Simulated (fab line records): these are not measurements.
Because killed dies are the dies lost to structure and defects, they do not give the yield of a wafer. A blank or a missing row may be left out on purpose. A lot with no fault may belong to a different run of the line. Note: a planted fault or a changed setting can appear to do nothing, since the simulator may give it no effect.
Matching of chambers    flow nand-harc    ald-hk-04 running NHARC_A_CHANNEL_FILL_D1_ALD_16: 4 sister chambers
The step deposits SiO2, target thk 1.5 nm, pulse time 10 s, ald cycles 15. 20 wafers are shown with their chamber, then 10 later ones without.

== EACH WAFER AND ITS CHAMBER ==
wafer   chamber  heater-power-w (W)  precursor-pulse-height-rel
L075.2  2        396                 1.003
L075.3  1        413                 1.025
L075.5  2        394                 0.986
L079.3  0        453                 0.992
L079.5  3        551                 0.998
L079.6  0        444                 0.983
L078.2  2        399                 1.016
L078.5  0        443                 0.972
L078.6  3        544                 0.986
L083.1  2        382                 1.013
L083.2  3        504                 1.019
L083.6  1        410                 1.002
L084.4  2        400                 1.011
L084.5  2        403                 0.984
L084.6  1        416                 0.973
L086.2  3        497                 0.997
L086.5  1        421                 0.982
L086.6  2        402                 1.027
L089.1  1        408                 0.979
L089.2  2        407                 1.022

SIGNATURES (averages over the wafers above)
reading                     chamber 0  chamber 1  chamber 2  chamber 3  scatter within a chamber
heater-power-w              446.67     413.60     397.88     524.00     13.3
precursor-pulse-height-rel  0.98233    0.99220    1.00775    1.00000    0.0164
Rule: distance of a wafer from a chamber = root of the sum over the readings of ((wafer's reading minus chamber's mean) / reading's scatter) squared. If the next closest chamber is less than 2 further off than the closest, the wafer can't be placed; otherwise it belongs to the closest. How the scatter is found: for the shown wafers, subtract from each reading the mean of its chamber, square and add these, divide the total by (wafers less chambers), then take the root.

== WAFERS WITHOUT THEIR CHAMBER ==
wafer   heater-power-w (W)  precursor-pulse-height-rel
L089.5  409                 0.988
L093.1  504                 0.994
L093.2  414                 1.043
L093.6  428                 1.019
L095.2  416                 1.008
L095.4  418                 1.004
L095.5  502                 1.010
L097.1  491                 0.953
L097.3  426                 1.049
L097.6  402                 1.057

== CHAMBER TAKEN BY EACH ==
wafer   from the rows above           in truth
L089.5  can't be placed: 1 or 2       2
L093.1  3                             3
L093.2  can't be placed: 2 or 1 or 0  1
L093.6  can't be placed: 1 or 2 or 0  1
L095.2  can't be placed: 1 or 2 or 0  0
L095.4  can't be placed: 1 or 2 or 0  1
L095.5  3                             3
L097.1  can't be placed: 0 or 3       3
L097.3  can't be placed: 2 or 1 or 0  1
L097.6  can't be placed: 2 or 1       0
2 of 10 placed correctly. Not placeable from these rows: 8 (in 7, the candidates include the true chamber). 0 placed wrongly.
